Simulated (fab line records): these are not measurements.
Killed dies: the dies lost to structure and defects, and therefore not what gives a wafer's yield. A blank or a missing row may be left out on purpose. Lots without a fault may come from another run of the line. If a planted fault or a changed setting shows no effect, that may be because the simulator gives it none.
Comparing a struck lot with a sound one | flow nand_harc | 16 out of 1302 route steps
Sound: the wafers L354.2, L354.4, L354.6. Wafers struck: L360.1, L360.5, L360.6. Last of all comes the cause.
Order at every step that has rows: each side's tool, ch and its chambers, its first start. Under that, the readings that differ: sound wafers | struck wafers | difference of the means | sigmas: that difference in standard deviations of wafers without a fault.
alike: readings whose means differ by less than 2 such deviations, and words and numbers that are the same on both sides. not compared: withheld readings, readings that some wafer has no value for, bounds like >300 that may hide the same value, and numbers for which the record gives no deviation and whose values overlap.
Wherever a step has rows on one side only, a row that says differs or no value, or a row with sigmas, the two part there. Numbers that don't overlap but have no deviation are shown without sigmas and don't part them. A reading missing from all wafers of one side parts the sides only when that side holds two or more wafers.

NHARC_A_ONON_D2_THK_MEAS_02: measures by ellipsometry.
  struck on film_metro-02, day 17 08:43; sound on film_metro-02, day 14 18:49
  alike: thk_nm
after that, 1 step with no rows for these wafers: NHARC_A_ONON_D2_DEP_03 (target thk 1000 nm).
NHARC_A_ONON_D2_THK_MEAS_05: measures by ellipsometry.
  struck on film_metro-01, day 17 09:16; sound on film_metro-01, day 14 19:22
  alike: thk_nm
after that, 1 step with no rows for these wafers: NHARC_A_ONON_D2_DEP_06 (target thk 1000 nm).
NHARC_A_ONON_D2_THK_MEAS_08: measures by ellipsometry.
  struck on film_metro-02, day 17 09:50; sound on film_metro-02, day 14 19:56
  alike: thk_nm
after that, 1 step with no rows for these wafers: NHARC_A_ONON_D2_DEP_09 (target thk 1000 nm).
NHARC_A_ONON_D2_THK_MEAS_11: measures by ellipsometry.
  struck on film_metro-02, day 17 10:25; sound on film_metro-02, day 14 20:31
  alike: thk_nm
after that, 1 step with no rows for these wafers: NHARC_A_ONON_D2_DEP_12 (target thk 1000 nm).
NHARC_A_ONON_D2_THK_MEAS_14: measures by ellipsometry.
  struck on film_metro-02, day 17 10:59; sound on film_metro-02, day 14 21:04
  reading     | sound       | struck         | difference | sigmas
  thk_nm (nm) | 991 989 991 | 1010 1009 1010 | +19        | +2
then, 2 steps without rows for these wafers: NHARC_A_ONON_D2_ANNEAL_15 (time 3600 s); NHARC_A_ONON_D2_DEP_16 (target thk 1000 nm).
NHARC_A_ONON_D2_THK_MEAS_18: measures by ellipsometry.
  struck on film_metro-01, day 17 18:58; sound on film_metro-02, day 15 04:16
  alike: thk_nm
NHARC_A_ONON_D2_DEP_19: target thk 1000 nm.
  sound on pecvd_onon-02 ch 0, day 15 04:23; struck on pecvd_onon-03 ch 0, day 17 19:01
NHARC_A_ONON_D2_THK_MEAS_21: measures by ellipsometry.
  struck on film_metro-02, day 17 19:32; sound on film_metro-02, day 15 04:50
  reading     | sound          | struck      | difference | sigmas
  thk_nm (nm) | 1006 1005 1007 | 940 940 939 | -66        | -7
after that, 1 step with no rows for these wafers: NHARC_A_ONON_D2_DEP_22 (target thk 1000 nm).
-- break in the record here, with 11 days between the starts of the struck wafers on either side (left off in module A_ONON_D2, picked up again in module END, where the first step shown is number 1302 on the route) --
NHARC_END_SORT_01:
  sound on prober-01 ch 0, day 26 19:32; struck on prober-01 ch 0, day 29 04:03
  reading         | sound    | struck      | difference | sigmas
  killed_at_array | 81 85 83 | 675 675 677 | +593       | +31
  killed_dies     | 87 88 88 | 677 677 677 | +589       | +31
  alike: killed_at_other, killed_at_periphery, killed_open, killed_short

## WHERE THEY PART
Earliest at NHARC_A_ONON_D2_THK_MEAS_14; latest, in this record, at NHARC_END_SORT_01.

WHY: the cause the simulator had injected
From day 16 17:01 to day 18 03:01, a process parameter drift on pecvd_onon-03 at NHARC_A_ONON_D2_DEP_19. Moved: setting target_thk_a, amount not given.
